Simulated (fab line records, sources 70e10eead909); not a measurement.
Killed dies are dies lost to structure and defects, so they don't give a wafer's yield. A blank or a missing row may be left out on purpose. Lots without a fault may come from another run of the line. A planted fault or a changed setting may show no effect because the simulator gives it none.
Chamber matching | flow nand_harc | NHARC_A_CHANNEL_FILL_D2_STRIP_28 on rie_diel-01: 4 sister chambers
The step strips in O2, time 20 s. 8 wafers are shown with their chamber, then 9 later ones without.

WAFERS WITH THEIR CHAMBER
wafer  | chamber | drypump_motor_current_A (A) | oes_product_au (a.u.)
L082.4 | 0       | 5.5                         | 1.007
L083.1 | 0       | 5.4                         | 0.997
L083.4 | 3       | 5.4                         | 0.997
L091.4 | 1       | 6.1                         | 1.009
L091.5 | 2       | 5.8                         | 1.019
L092.3 | 3       | 5.4                         | 1.009
L092.4 | 1       | 6.1                         | 1.006
L092.6 | 2       | 5.8                         | 1.022

WAFERS WITHOUT THEIR CHAMBER
wafer  | drypump_motor_current_A (A) | oes_product_au (a.u.)
L093.2 | 6.1                         | 1.004
L093.4 | 5.4                         | 1.005
L093.5 | 5.8                         | 1.017
L094.4 | 5.8                         | 1.014
L094.5 | 6.1                         | 1.019
L094.6 | 5.5                         | 1.016
L096.4 | 5.4                         | 0.996
L096.5 | 5.8                         | 1.029
L096.6 | 6.2                         | 1.027

WHICH CHAMBER EACH WENT THROUGH
wafer  | from the rows above     | in truth
L093.2 | 1                       | 1
L093.4 | can't be placed: 3 or 0 | 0
L093.5 | 2                       | 2
L094.4 | 2                       | 2
L094.5 | 1                       | 1
L094.6 | can't be placed: 0 or 3 | 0
L096.4 | can't be placed: 3 or 0 | 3
L096.5 | 2                       | 2
L096.6 | 1                       | 1
Placed correctly: 6 of 9. Can't be placed from these rows: 3 (the true chamber is among the candidates in 3). Placed wrongly: 0.
How it was worked out, from the rows above alone: a wafer's distance from a chamber is the root of the sum, over the readings, of the square of ((its reading less the chamber's mean) divided by the reading's scatter). The wafer belongs to the nearest chamber; if the next one is less than 2 further off, it can't be placed. A chamber's mean is the mean of its shown wafers. The scatter: the root of (the sum of the squares of (reading less its chamber's mean) over the shown wafers, divided by (wafers less chambers)).
